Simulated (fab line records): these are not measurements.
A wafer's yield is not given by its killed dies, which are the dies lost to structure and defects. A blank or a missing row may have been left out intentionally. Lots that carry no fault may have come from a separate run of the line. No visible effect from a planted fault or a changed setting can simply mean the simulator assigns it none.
fab line records / flow n5_finfet / part 2 of 2: steps 26 to 36 of 36
record: lots: 5 wafers: 15 last_day: 18
route steps=1938 shown BEOL_M10@1531 BEOL_M11@1536
lots with no fault: from the same line, run without faults
start_h: the number of hours between the record's first day and the start of the first shown wafer of the lot / wait_h: hours since the lot's step before / " the same as in the row above / L1.1+2: several wafers, shown together as one row / - value missing, or start not given / * or withheld: withheld / < > ~ a bound
route shown NAME@n: a module of which the file shows steps, and the number in the route of the first / usual: mean and standard deviation over wafers with no fault / same: alike in all rows / chamber/n: place in a boat / sites: the reading at each site / _std_site: the values' standard deviation / _edge_site: inner sites' mean taken away from outer sites' mean / radius_mm: for every site, how far away it sits from the centre of the wafer / mask NAME#n: copy n / behind: the tool/chamber that last shaped the wafer / hold: why the lot went on hold/how many hours it stayed there/how the hold came to an end / device: the transistor (n, p or np) that didn't switch / end of line: the same wafers' tests at the end of the route / step lacking rows: just its recipe / killed: count of dies lost to structure and defects at first sort (not the wafer's yield) / map: a wafer's dies, marking killed ones x, the rest . and places with no die _
set.NAME: the setting as run; set.NAME@STEP: as run at that earlier step / model.NAME: the simulator's own value behind a step, which no gauge read
lots at selected steps of the route; one table per step, one row per wafer
services: when a tool's chamber went out of use (start_h, in hours from the record's first day, below 0 if earlier), for how many hours, and the reason
== steps ==
step: N5_BEOL_M11_STRIP_67
recipe: chemistry: CF4 resist: SiARC power_w: 300 bias_power_w: 75 pressure_mtorr: 50 cf4_flow_sccm: 150 rf_frequency_hz: 6e+07
usual: drypump_motor_current_A: 5.7/0.47 oes_product_au: 0.80/0.1 rf_vpp_V: 271.0/1.6 showerhead_plenum_p_Torr: 1.79/0.056 throttle_valve_pct: 13.59/0.26
lot.wafer=L078.2 tool=rie_diel-02 chamber=0 start_h=241.63 wait_h=0.0 drypump_motor_current_A=5.3 oes_product_au=0.84 rf_hours_counter_h=50 rf_vpp_V=269.6 showerhead_plenum_p_Torr=1.77 throttle_valve_pct=13.49
lot.wafer=L078.3 tool=rie_diel-02 chamber=2 start_h=241.63 wait_h=0.0 drypump_motor_current_A=5.6 oes_product_au=0.71 rf_hours_counter_h=234 rf_vpp_V=269.4 showerhead_plenum_p_Torr=1.71 throttle_valve_pct=13.75
lot.wafer=L078.4 tool=rie_diel-02 chamber=3 start_h=241.63 wait_h=0.0 drypump_motor_current_A=5.5 oes_product_au=0.86 rf_hours_counter_h=61 rf_vpp_V=272.4 showerhead_plenum_p_Torr=1.86 throttle_valve_pct=13.19
lot.wafer=L079.4 tool=rie_diel-01 chamber=3 start_h=243.10 wait_h=0.0 drypump_motor_current_A=6.6 oes_product_au=0.70 rf_hours_counter_h=- rf_vpp_V=271.6 showerhead_plenum_p_Torr=1.84 throttle_valve_pct=13.81
lot.wafer=L079.5 tool=rie_diel-01 chamber=0 start_h=243.10 wait_h=0.0 drypump_motor_current_A=5.6 oes_product_au=0.84 rf_hours_counter_h=- rf_vpp_V=269.5 showerhead_plenum_p_Torr=1.82 throttle_valve_pct=13.35
lot.wafer=L079.6 tool=rie_diel-01 chamber=1 start_h=243.10 wait_h=0.0 drypump_motor_current_A=6.6 oes_product_au=0.68 rf_hours_counter_h=- rf_vpp_V=270.2 showerhead_plenum_p_Torr=1.72 throttle_valve_pct=13.58
lot.wafer=L089.2 tool=rie_diel-03 chamber=1 start_h=330.01 wait_h=0.0 drypump_motor_current_A=5.7 oes_product_au=0.72 rf_hours_counter_h=229 rf_vpp_V=269.3 showerhead_plenum_p_Torr=1.70 throttle_valve_pct=13.89
lot.wafer=L089.3 tool=rie_diel-03 chamber=2 start_h=330.01 wait_h=0.0 drypump_motor_current_A=5.3 oes_product_au=0.94 rf_hours_counter_h=18 rf_vpp_V=273.2 showerhead_plenum_p_Torr=1.83 throttle_valve_pct=13.34
lot.wafer=L089.4 tool=rie_diel-03 chamber=0 start_h=330.01 wait_h=0.0 drypump_motor_current_A=5.6 oes_product_au=0.95 rf_hours_counter_h=12 rf_vpp_V=272.2 showerhead_plenum_p_Torr=1.81 throttle_valve_pct=13.45
lot.wafer=L094.1 tool=rie_diel-03 chamber=1 start_h=359.26 wait_h=0.0 drypump_motor_current_A=5.7 oes_product_au=0.71 rf_hours_counter_h=237 rf_vpp_V=269.1 showerhead_plenum_p_Torr=1.70 throttle_valve_pct=13.90
lot.wafer=L094.3 tool=rie_diel-03 chamber=0 start_h=359.26 wait_h=0.0 drypump_motor_current_A=5.7 oes_product_au=0.93 rf_hours_counter_h=20 rf_vpp_V=271.8 showerhead_plenum_p_Torr=1.81 throttle_valve_pct=13.47
lot.wafer=L094.6 tool=rie_diel-03 chamber=2 start_h=359.26 wait_h=0.0 drypump_motor_current_A=5.3 oes_product_au=0.92 rf_hours_counter_h=- rf_vpp_V=271.7 showerhead_plenum_p_Torr=1.82 throttle_valve_pct=13.36
lot.wafer=L097.2 tool=rie_diel-03 chamber=0 start_h=389.56 wait_h=0.0 drypump_motor_current_A=5.7 oes_product_au=0.92 rf_hours_counter_h=30 rf_vpp_V=271.8 showerhead_plenum_p_Torr=1.81 throttle_valve_pct=13.50
lot.wafer=L097.3 tool=rie_diel-03 chamber=3 start_h=389.56 wait_h=0.0 drypump_motor_current_A=5.1 oes_product_au=0.98 rf_hours_counter_h=3 rf_vpp_V=269.3 showerhead_plenum_p_Torr=1.77 throttle_valve_pct=13.42
lot.wafer=L097.4 tool=rie_diel-03 chamber=1 start_h=389.56 wait_h=0.0 drypump_motor_current_A=5.7 oes_product_au=0.70 rf_hours_counter_h=247 rf_vpp_V=268.9 showerhead_plenum_p_Torr=1.69 throttle_valve_pct=13.92
step: N5_BEOL_M11_HM_OPEN_17
recipe: chemistry: Cl2/BCl3 target_depth_a: 200 overetch_a: 60 target: TiN mask_material: SOC ion_energy_ev: 150 pressure_mtorr: 10 icp_w: 1000 bias_w: 126 Cl2_flow_sccm: 53.25 bcl3_flow_sccm: 21.75 Ar_flow_sccm: 25
usual: drypump_motor_current_A: 5.52/0.2 oes_product_au: 0.68/0.072 throttle_valve_pct: 22.19/0.19
lot.wafer=L078.2 tool=rie_metal-01 chamber=0 start_h=241.67 wait_h=0.0 drypump_motor_current_A=5.86 oes_product_au=0.63 rf_hours_counter_h=49 throttle_valve_pct=22.08
lot.wafer=L078.3 tool=rie_metal-01 chamber=1 start_h=241.67 wait_h=0.0 drypump_motor_current_A=5.57 oes_product_au=0.73 rf_hours_counter_h=- throttle_valve_pct=21.92
lot.wafer=L078.4 tool=rie_metal-01 chamber=0 start_h=241.67 wait_h=0.0 drypump_motor_current_A=5.86 oes_product_au=0.63 rf_hours_counter_h=- throttle_valve_pct=22.08
lot.wafer=L079.4 tool=rie_metal-03 chamber=1 start_h=243.22 wait_h=0.1 drypump_motor_current_A=5.49 oes_product_au=0.56 rf_hours_counter_h=- throttle_valve_pct=22.48
lot.wafer=L079.5 tool=rie_metal-03 chamber=1 start_h=243.22 wait_h=0.1 drypump_motor_current_A=5.50 oes_product_au=0.55 rf_hours_counter_h=- throttle_valve_pct=22.48
lot.wafer=L079.6 tool=rie_metal-03 chamber=1 start_h=243.22 wait_h=0.1 drypump_motor_current_A=5.49 oes_product_au=0.56 rf_hours_counter_h=- throttle_valve_pct=22.47
lot.wafer=L089.2 tool=rie_metal-01 chamber=0 start_h=330.09 wait_h=0.1 drypump_motor_current_A=5.88 oes_product_au=0.63 rf_hours_counter_h=- throttle_valve_pct=22.09
lot.wafer=L089.3 tool=rie_metal-01 chamber=0 start_h=330.09 wait_h=0.1 drypump_motor_current_A=5.89 oes_product_au=0.62 rf_hours_counter_h=- throttle_valve_pct=22.07
lot.wafer=L089.4 tool=rie_metal-01 chamber=0 start_h=330.09 wait_h=0.1 drypump_motor_current_A=5.89 oes_product_au=0.62 rf_hours_counter_h=- throttle_valve_pct=22.08
lot.wafer=L094.1 tool=rie_metal-02 chamber=1 start_h=359.30 wait_h=0.0 drypump_motor_current_A=5.31 oes_product_au=0.68 rf_hours_counter_h=35 throttle_valve_pct=22.35
lot.wafer=L094.3 tool=rie_metal-02 chamber=0 start_h=359.30 wait_h=0.0 drypump_motor_current_A=5.51 oes_product_au=0.73 rf_hours_counter_h=- throttle_valve_pct=22.17
lot.wafer=L094.6 tool=rie_metal-02 chamber=1 start_h=359.30 wait_h=0.0 drypump_motor_current_A=5.31 oes_product_au=0.68 rf_hours_counter_h=- throttle_valve_pct=22.37
lot.wafer=L097.2 tool=rie_metal-02 chamber=1 start_h=389.60 wait_h=0.0 drypump_motor_current_A=5.28 oes_product_au=0.67 rf_hours_counter_h=37 throttle_valve_pct=22.37
lot.wafer=L097.3 tool=rie_metal-02 chamber=0 start_h=389.60 wait_h=0.0 drypump_motor_current_A=5.49 oes_product_au=0.72 rf_hours_counter_h=- throttle_valve_pct=22.19
lot.wafer=L097.4 tool=rie_metal-02 chamber=1 start_h=389.60 wait_h=0.0 drypump_motor_current_A=5.29 oes_product_au=0.67 rf_hours_counter_h=- throttle_valve_pct=22.37
step: N5_BEOL_M11_STRIP_19
recipe: chemistry: O2 power_w: 400 temp_c: 40 pressure_mtorr: 30 rf_frequency_hz: 6e+07 bias_power_w: 0 overash_fraction: 0.2 o2_flow_sccm: 225
usual: drypump_motor_current_A: 5.8/0.51 oes_product_au: 0.80/0.1 rf_vpp_V: 3.7/0.57 showerhead_plenum_p_Torr: 2.11/0.076 temp_c: 39.99/0.1 throttle_valve_pct: 16.70/0.29
lot.wafer=L078.2 tool=rie_diel-03 chamber=1 start_h=241.82 wait_h=0.1 drypump_motor_current_A=5.7 oes_product_au=0.73 rf_hours_counter_h=202 rf_vpp_V=3.5 showerhead_plenum_p_Torr=2.02 temp_c=39.82 throttle_valve_pct=17.04
lot.wafer=L078.3 tool=rie_diel-03 chamber=2 start_h=241.82 wait_h=0.1 drypump_motor_current_A=5.3 oes_product_au=0.69 rf_hours_counter_h=249 rf_vpp_V=3.7 showerhead_plenum_p_Torr=2.14 temp_c=39.87 throttle_valve_pct=16.94
lot.wafer=L078.4 tool=rie_diel-03 chamber=3 start_h=241.82 wait_h=0.1 drypump_motor_current_A=5.1 oes_product_au=0.72 rf_hours_counter_h=218 rf_vpp_V=3.6 showerhead_plenum_p_Torr=2.07 temp_c=40.09 throttle_valve_pct=16.92
lot.wafer=L079.4 tool=rie_diel-01 chamber=1 start_h=243.49 wait_h=0.2 drypump_motor_current_A=6.6 oes_product_au=0.67 rf_hours_counter_h=- rf_vpp_V=4.0 showerhead_plenum_p_Torr=1.97 temp_c=39.94 throttle_valve_pct=16.43
lot.wafer=L079.5 tool=rie_diel-01 chamber=0 start_h=243.49 wait_h=0.2 drypump_motor_current_A=5.5 oes_product_au=0.86 rf_hours_counter_h=- rf_vpp_V=3.8 showerhead_plenum_p_Torr=2.11 temp_c=40.13 throttle_valve_pct=16.33
lot.wafer=L079.6 tool=rie_diel-01 chamber=3 start_h=243.49 wait_h=0.2 drypump_motor_current_A=6.6 oes_product_au=0.72 rf_hours_counter_h=- rf_vpp_V=3.3 showerhead_plenum_p_Torr=2.18 temp_c=39.94 throttle_valve_pct=17.00
lot.wafer=L089.2 tool=rie_diel-01 chamber=3 start_h=330.31 wait_h=0.2 drypump_motor_current_A=6.6 oes_product_au=0.70 rf_hours_counter_h=218 rf_vpp_V=2.7 showerhead_plenum_p_Torr=2.17 temp_c=39.91 throttle_valve_pct=17.06
lot.wafer=L089.3 tool=rie_diel-01 chamber=2 start_h=330.31 wait_h=0.2 drypump_motor_current_A=5.7 oes_product_au=0.93 rf_hours_counter_h=18 rf_vpp_V=3.9 showerhead_plenum_p_Torr=2.08 temp_c=39.86 throttle_valve_pct=16.85
lot.wafer=L089.4 tool=rie_diel-01 chamber=1 start_h=330.31 wait_h=0.2 drypump_motor_current_A=6.6 oes_product_au=0.94 rf_hours_counter_h=10 rf_vpp_V=3.1 showerhead_plenum_p_Torr=2.23 temp_c=39.90 throttle_valve_pct=16.07
lot.wafer=L094.1 tool=rie_diel-01 chamber=0 start_h=359.46 wait_h=0.1 drypump_motor_current_A=5.6 oes_product_au=0.82 rf_hours_counter_h=86 rf_vpp_V=3.7 showerhead_plenum_p_Torr=2.10 temp_c=40.15 throttle_valve_pct=16.41
lot.wafer=L094.3 tool=rie_diel-01 chamber=1 start_h=359.46 wait_h=0.1 drypump_motor_current_A=6.6 oes_product_au=0.92 rf_hours_counter_h=17 rf_vpp_V=3.4 showerhead_plenum_p_Torr=2.23 temp_c=40.11 throttle_valve_pct=16.05
lot.wafer=L094.6 tool=rie_diel-01 chamber=3 start_h=359.46 wait_h=0.1 drypump_motor_current_A=6.6 oes_product_au=0.71 rf_hours_counter_h=- rf_vpp_V=4.0 showerhead_plenum_p_Torr=2.17 temp_c=39.94 throttle_valve_pct=17.04
lot.wafer=L097.2 tool=rie_diel-02 chamber=0 start_h=389.71 wait_h=0.1 drypump_motor_current_A=5.2 oes_product_au=0.77 rf_hours_counter_h=98 rf_vpp_V=4.0 showerhead_plenum_p_Torr=2.05 temp_c=39.76 throttle_valve_pct=16.79
lot.wafer=L097.3 tool=rie_diel-02 chamber=2 start_h=389.71 wait_h=0.1 drypump_motor_current_A=5.6 oes_product_au=0.91 rf_hours_counter_h=18 rf_vpp_V=3.6 showerhead_plenum_p_Torr=2.25 temp_c=40.12 throttle_valve_pct=16.36
lot.wafer=L097.4 tool=rie_diel-02 chamber=3 start_h=389.71 wait_h=0.1 drypump_motor_current_A=5.5 oes_product_au=0.80 rf_hours_counter_h=- rf_vpp_V=4.0 showerhead_plenum_p_Torr=2.23 temp_c=39.81 throttle_valve_pct=16.67
step: N5_BEOL_M11_CD_MEAS_18
recipe: pitch_nm: 140 target_cd_nm: 70
usual: cd_nm: 70.5/0.63
lot.wafer=L078.2 tool=cd_sem-03 chamber=- start_h=241.89 wait_h=0.1 cd_nm=70.3
lot.wafer=L078.3 tool=cd_sem-03 chamber=- start_h=241.89 wait_h=0.1 cd_nm=69.9
lot.wafer=L078.4 tool=cd_sem-03 chamber=- start_h=241.89 wait_h=0.1 cd_nm=70.5
lot.wafer=L079.4 tool=cd_sem-01 chamber=- start_h=243.54 wait_h=0.0 cd_nm=70.2
lot.wafer=L079.5 tool=cd_sem-01 chamber=- start_h=243.54 wait_h=0.0 cd_nm=70.3
lot.wafer=L079.6 tool=cd_sem-01 chamber=- start_h=243.54 wait_h=0.0 cd_nm=69.7
lot.wafer=L089.2 tool=cd_sem-03 chamber=- start_h=330.38 wait_h=0.1 cd_nm=70.1
lot.wafer=L089.3 tool=cd_sem-03 chamber=- start_h=330.38 wait_h=0.1 cd_nm=71.0
lot.wafer=L089.4 tool=cd_sem-03 chamber=- start_h=330.38 wait_h=0.1 cd_nm=70.5
lot.wafer=L094.1 tool=cd_sem-02 chamber=- start_h=359.53 wait_h=0.0 cd_nm=70.9
lot.wafer=L094.3 tool=cd_sem-02 chamber=- start_h=359.53 wait_h=0.0 cd_nm=70.8
lot.wafer=L094.6 tool=cd_sem-02 chamber=- start_h=359.53 wait_h=0.0 cd_nm=70.1
lot.wafer=L097.2 tool=cd_sem-03 chamber=- start_h=389.78 wait_h=0.1 cd_nm=70.9
lot.wafer=L097.3 tool=cd_sem-03 chamber=- start_h=389.78 wait_h=0.1 cd_nm=70.6
lot.wafer=L097.4 tool=cd_sem-03 chamber=- start_h=389.78 wait_h=0.1 cd_nm=70.4
step: N5_BEOL_M11_COAT_63
recipe: resist: SOC temp_c: 250 time_s: 60 spin_rpm: 1500 resist_thk_nm: 100
lot.wafer=L078.2+3+4 tool=litho_track-04 chamber=0 start_h=241.93 wait_h=0.0
lot.wafer=L079.4+5+6 tool=litho_track-05 chamber=0 start_h=243.58 wait_h=0.0
lot.wafer=L089.2+3+4 tool=litho_track-03 chamber=0 start_h=331.71 wait_h=1.3
lot.wafer=L094.1+3+6 tool=litho_track-03 chamber=0 start_h=360.45 wait_h=0.9
lot.wafer=L097.2+3+4 tool=litho_track-04 chamber=0 start_h=390.92 wait_h=1.1
step: N5_BEOL_M11_COAT_64
recipe: resist: SiARC temp_c: 220 time_s: 60 spin_rpm: 1500 resist_thk_nm: 30
lot.wafer=L078.2+3+4 tool=litho_track-04 chamber=0 start_h=- wait_h=-
lot.wafer=L079.4+5+6 tool=litho_track-05 chamber=0 start_h=- wait_h=-
lot.wafer=L089.2+3+4 tool=litho_track-03 chamber=0 start_h=- wait_h=-
lot.wafer=L094.1+3+6 tool=litho_track-03 chamber=0 start_h=- wait_h=-
lot.wafer=L097.2+3+4 tool=litho_track-04 chamber=0 start_h=- wait_h=-
step: N5_BEOL_M11_COAT_22
recipe: resist: CAR-ArF spin_rpm: 1500 resist_thk_nm: 90
lot.wafer=L078.2+3+4 tool=litho_track-04 chamber=0 start_h=- wait_h=-
lot.wafer=L079.4+5+6 tool=litho_track-05 chamber=0 start_h=- wait_h=-
lot.wafer=L089.2+3+4 tool=litho_track-03 chamber=0 start_h=- wait_h=-
lot.wafer=L094.1+3+6 tool=litho_track-03 chamber=0 start_h=- wait_h=-
lot.wafer=L097.2+3+4 tool=litho_track-04 chamber=0 start_h=- wait_h=-
step: N5_BEOL_M11_EBR_24
recipe: solvent: PGMEA ebr_width_mm: 1.5
lot.wafer=L078.2+3+4 tool=litho_track-04 chamber=0 start_h=- wait_h=-
lot.wafer=L079.4+5+6 tool=litho_track-05 chamber=0 start_h=- wait_h=-
lot.wafer=L089.2+3+4 tool=litho_track-03 chamber=0 start_h=- wait_h=-
lot.wafer=L094.1+3+6 tool=litho_track-03 chamber=0 start_h=- wait_h=-
lot.wafer=L097.2+3+4 tool=litho_track-04 chamber=0 start_h=- wait_h=-
step: N5_BEOL_M11_SOFTBAKE_23
recipe: temp_c: 110 time_s: 60 resist: CAR-ArF
lot.wafer=L078.2+3+4 tool=litho_track-04 chamber=0 start_h=- wait_h=-
lot.wafer=L079.4+5+6 tool=litho_track-05 chamber=0 start_h=- wait_h=-
lot.wafer=L089.2+3+4 tool=litho_track-03 chamber=0 start_h=- wait_h=-
lot.wafer=L094.1+3+6 tool=litho_track-03 chamber=0 start_h=- wait_h=-
lot.wafer=L097.2+3+4 tool=litho_track-04 chamber=0 start_h=- wait_h=-
step: N5_BEOL_M11_EXPOSE_25
recipe: mask_id: V10 na: 1.35 source_shape: annular sigma_inner: 0.5 sigma_outer: 0.8 polarization: unpolarized dose_mj: 85.5
lot.wafer=L078.2+3+4 tool=arfi_scanner-02 chamber=0 start_h=242.18 wait_h=- mask=V10#0
lot.wafer=L079.4+5+6 tool=arfi_scanner-02 chamber=0 start_h=243.72 wait_h=- mask=V10#0
lot.wafer=L089.2+3+4 tool=arfi_scanner-03 chamber=0 start_h=331.96 wait_h=- mask=V10#0
lot.wafer=L094.1+3+6 tool=arfi_scanner-01 chamber=0 start_h=360.57 wait_h=- mask=V10#0
lot.wafer=L097.2+3+4 tool=arfi_scanner-02 chamber=0 start_h=391.17 wait_h=- mask=V10#0
step: N5_BEOL_M11_PEB_26
recipe: peb_temp_c: withheld peb_time_s: 60 resist: CAR-ArF
lot.wafer=L078.2+3+4 tool=litho_track-05 chamber=0 start_h=242.24 wait_h=0.1
lot.wafer=L079.4+5+6 tool=litho_track-05 chamber=0 start_h=243.76 wait_h=0.0
lot.wafer=L089.2+3+4 tool=litho_track-03 chamber=0 start_h=332.02 wait_h=0.1
lot.wafer=L094.1+3+6 tool=litho_track-04 chamber=0 start_h=360.63 wait_h=0.1
lot.wafer=L097.2+3+4 tool=litho_track-03 chamber=0 start_h=391.23 wait_h=0.1
== services ==
tool=arfi_scanner-03 chamber=- start_h=216.87 hours=0.8 kind=pm
tool=rie_diel-01 chamber=3 start_h=218.89 hours=5.0 kind=repair
tool=rie_diel-02 chamber=0 start_h=225.17 hours=5.2 kind=repair
tool=arfi_scanner-02 chamber=- start_h=229.92 hours=1.0 kind=pm
tool=arfi_scanner-01 chamber=- start_h=233.34 hours=85.2 kind=repair
tool=rie_metal-02 chamber=- start_h=233.44 hours=1.1 kind=repair
tool=rie_diel-01 chamber=2 start_h=237.75 hours=12.4 kind=repair
tool=arfi_scanner-02 chamber=- start_h=245.71 hours=0.2 kind=repair
tool=pecvd-02 chamber=- start_h=271.91 hours=2.8 kind=pm
tool=pecvd-03 chamber=- start_h=275.45 hours=6.0 kind=pm
tool=arfi_scanner-02 chamber=- start_h=282.47 hours=3.9 kind=pm
tool=pecvd-01 chamber=- start_h=283.28 hours=4.3 kind=pm
tool=rie_diel-02 chamber=2 start_h=301.04 hours=12.7 kind=repair
tool=arfi_scanner-02 chamber=- start_h=305.72 hours=1.3 kind=pm
tool=rie_diel-01 chamber=1 start_h=326.94 hours=2.6 kind=repair
tool=arfi_scanner-02 chamber=- start_h=329.26 hours=0.4 kind=repair
tool=rie_diel-02 chamber=1 start_h=334.58 hours=3.1 kind=repair
tool=pvd_sputter-03 chamber=- start_h=348.61 hours=9.2 kind=repair
tool=uv_cure-02 chamber=- start_h=366.36 hours=2.2 kind=repair
tool=arfi_scanner-02 chamber=- start_h=373.53 hours=1.0 kind=pm
tool=rie_diel-02 chamber=3 start_h=379.35 hours=6.9 kind=repair
tool=rie_diel-01 chamber=- start_h=381.04 hours=0.8 kind=repair
tool=pecvd-03 chamber=1 start_h=384.24 hours=4.1 kind=repair
tool=rie_diel-01 chamber=1 start_h=387.40 hours=9.6 kind=repair
